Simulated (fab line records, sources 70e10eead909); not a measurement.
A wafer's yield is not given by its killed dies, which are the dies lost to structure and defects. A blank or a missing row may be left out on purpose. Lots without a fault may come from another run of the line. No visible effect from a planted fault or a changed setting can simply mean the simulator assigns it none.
Comparing a struck lot with a sound one | flow nandHarc | 14 out of 1159 route steps
Sound: wafers L243.1, L243.3, L243.4. Struck: wafer L255.6 (L255.3, L255.5, from the same lot, were not struck and are left out); the cause is given at the end.
Per side, at each step with rows, come the tool, then ch with its chambers, and then its first start. Under that, the readings that differ: sound wafers | struck wafers | difference of the means | sigmas: that difference in standard deviations of wafers without a fault.
alike: words and numbers the same on both sides, and readings whose means are apart by under 2 such deviations; not compared: readings that were withheld, readings missing a value for some wafer, numbers with overlapping values and no deviation given by the record, and bounds like >300 which may hide the same value.
Wherever a step has rows on one side only, a row that says differs or no value, or a row with sigmas, the two part there. Non-overlapping numbers with no deviation appear without sigmas and do not part them. A reading that every wafer of one side lacks parts them only if that side has two wafers or more.

first, 8 steps without rows for these wafers: NHARC_P_M1_HMDS_02 (time 30 s); NHARC_P_M1_COAT_34 (time 65 s); NHARC_P_M1_COAT_03 (resist thk 90 nm); NHARC_P_M1_SOFTBAKE_04 (time 55 s); NHARC_P_M1_EBR_05; NHARC_P_M1_EXPOSE_06 (exposes mask P M1, target cd 130 nm); NHARC_P_M1_PEB_07 (peb time 65 s); NHARC_P_M1_DEVELOP_08 (develop time 35 s).
NHARC_P_M1_CD_MEAS_09 targets a cd of 130 nm.
  sound on cdSem-03 ch 0, day 6 11:16; struck on cdSem-01 ch 0, day 9 09:41
  alike: cdNm
NHARC_P_M1_OVL_MEAS_10: pitch 260 nm.
  sound on overlay-02 at day 6 11:21; struck on overlay-01 at day 9 09:47
reading         | sound          | struck | difference | sigmas
overlayXNm (nm) | -0.7 -0.6 -1.1 | 1.2    | +2.0       | +3
  alike: overlayYNm
NHARC_P_M1_INSPECT_11:
  sound on defectInspect-02 at day 6 11:23; struck on defectInspect-01 at day 9 09:49
  alike: rawDefectCount
NHARC_P_M1_DESCUM_14: chemistry O2, time 3 s.
  sound on rieDiel-05 ch 0,2,3, day 6 11:26; struck on rieDiel-05 ch 0, day 9 09:54
  alike: drypumpMotorCurrentA, oesProductAu, rfVppV, showerheadPlenumPTorr, throttleValvePct
  not compared: rfHoursCounterH
NHARC_P_M1_ETCH_35: etches the open film in N2/H2, target depth 40 nm, overetch 12 nm, time 43.94 s.
  sound on rieDiel-05 ch 0,2,3, day 6 11:32; struck on rieDiel-05 ch 0, day 9 09:58
reading        | sound          | struck | difference | sigmas
runLengthS (s) | 65.2 64.9 65.3 | 49.5   | -15.6      | -36
  alike: drypumpMotorCurrentA, oesProductAu, rfVppV, showerheadPlenumPTorr, throttleValvePct
  not compared: rfHoursCounterH
NHARC_P_M1_ETCH_15: etches the open film in C4F8/Ar, target depth 182.5 nm, time 91.2 s.
  sound: rieDiel-05 ch 0,1,3; struck: rieDiel-05 ch 1
  alike: oesProductAu, rfVppV, runLengthS
  not compared: rfHoursCounterH

## WHERE THEY PART
Earliest at NHARC_P_M1_OVL_MEAS_10; latest, in this record, at NHARC_P_M1_ETCH_35. Later steps at which nothing parts them and some readings are alike: NHARC_P_M1_ETCH_15.

WHY: whatever the simulator had introduced
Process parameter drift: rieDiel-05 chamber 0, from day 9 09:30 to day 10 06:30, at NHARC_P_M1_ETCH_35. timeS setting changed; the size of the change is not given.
